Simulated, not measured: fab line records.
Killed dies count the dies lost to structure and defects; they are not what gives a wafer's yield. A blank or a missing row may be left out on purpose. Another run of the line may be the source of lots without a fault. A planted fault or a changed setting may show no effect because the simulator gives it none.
Struck lot and sound lot, side by side -- flow n5Finfet -- 15 out of 1938 route steps
Sound: the wafers L609.2, L609.3, L609.5. Struck: wafer L621.6; the same lot's L621.5 was not struck, so it is left out; see the end for the cause.
Each step with rows lists, per side, the tool, then ch with its chambers, then its first start. Under that, the readings that differ: sound wafers -- struck wafers -- difference of the means -- sigmas: that difference in standard deviations of wafers without a fault.
alike: words and numbers the same on both sides, and readings whose means are apart by under 2 such deviations; not compared: readings that were withheld, readings missing a value for some wafer, numbers with overlapping values and no deviation given by the record, and bounds like >300 which may hide the same value.
Wherever a step has rows on one side only, a row that says differs or no value, or a row with sigmas, the two part there. Non-overlapping numbers with no deviation appear without sigmas and do not part them. A reading that every wafer of one side lacks parts them only if that side has two wafers or more.

N5_BEOL_M5_STRIP_91: strips in N2/H2, time 10 s.
  sound on rieDiel-01 ch 0,3; struck on rieDiel-06 ch 0
reading,sound,struck,difference,sigmas
drypumpMotorCurrentA (A),5.5 5.4 5.5,6.6,+1.1,+3
throttleValvePct (%),24.0 24.6 24.0,23.3,-0.9,-2
  alike: n2FlowSccm, oesProductAu, rfVppV, showerheadPlenumPTorr
  not compared: rfHoursCounterH
N5_BEOL_M5_OCD_MEAS_38:
  sound: ocd-01 at day 8 10:46; struck: ocd-01 at day 11 09:46
  alike: trenchDepthNm
then, 4 steps without rows for these wafers: N5_BEOL_M5_HM_STRIP_39 (strips TiN in peroxide tin strip, target depth 25 nm, time 158 s); N5_BEOL_M5_SRD_40 (time 30 s); N5_BEOL_M5_PRECLEAN_42 (cleans in residue remover, time 60 s); N5_BEOL_M5_SRD_43 (time 30 s).
N5_BEOL_M5_CD_MEAS_35: target cd 28 nm, target cd y 24 nm.
  sound: cdSem-03 at day 8 10:55; struck: cdSem-01 at day 11 09:55
  alike: cdNm
N5_BEOL_M5_CURE_80: cures SiCOH lowk, time 120 s.
  sound on uvCure-02 ch 2, day 8 11:00; struck on uvCure-02 ch 1, day 11 10:10
  alike: lampPowerPct, wafer_temp_C_max
N5_BEOL_M5_DEGAS_44: time 60 s.
  sound: pvdSputter-01 at day 8 11:23; struck: pvdSputter-03 at day 11 10:26
  alike: heaterPowerW
N5_BEOL_M5_PRE_CLEAN_45: time 30 s.
  sound: pvdSputter-01 at day 8 11:26; struck: pvdSputter-03 at day 11 10:28
  alike: heaterPowerW
then, 1 step without rows for these wafers: N5_BEOL_M5_ALD_86 (deposits TaN, pulse time 2 s, purge time 3 s, co reactant purge time 2 s).
N5_BEOL_M5_SURFACE_TREAT_87:
  sound: pvdSputter-02 at day 8 11:51; struck: pvdSputter-02 at day 11 11:01
  not compared: throttleValvePct
N5_BEOL_M5_CVD_47: deposits Co from CCTBA/H2, target thk 3 nm, time 216 s.
  sound on cvdCo-01 ch 1,2, day 8 11:55; struck on cvdCo-02 ch 0, day 11 11:30
reading,sound,struck,difference,sigmas
runLengthS (s),239.2 237.9 238.0,234.8,-3.6,-6
then, 1 step without rows for these wafers: N5_BEOL_M5_SPUTTER_48 (material Cu, target thk 15 nm, time 27.62 s).
-- here the record skips 4 days between the struck wafers' starts before and after, leaving off in module BEOL_M5 and picking up in module PASSIVATION (first step shown: number 1936 of the route) --
N5_PASSIVATION_PROBE_49:
  record: rows for the struck wafers here (prober-02, day 15 11:39), none for the sound ones

## WHERE THEY PART
At N5_BEOL_M5_STRIP_91 first; at N5_PASSIVATION_PROBE_49 last (within this record only).

WHY: whatever the simulator had introduced
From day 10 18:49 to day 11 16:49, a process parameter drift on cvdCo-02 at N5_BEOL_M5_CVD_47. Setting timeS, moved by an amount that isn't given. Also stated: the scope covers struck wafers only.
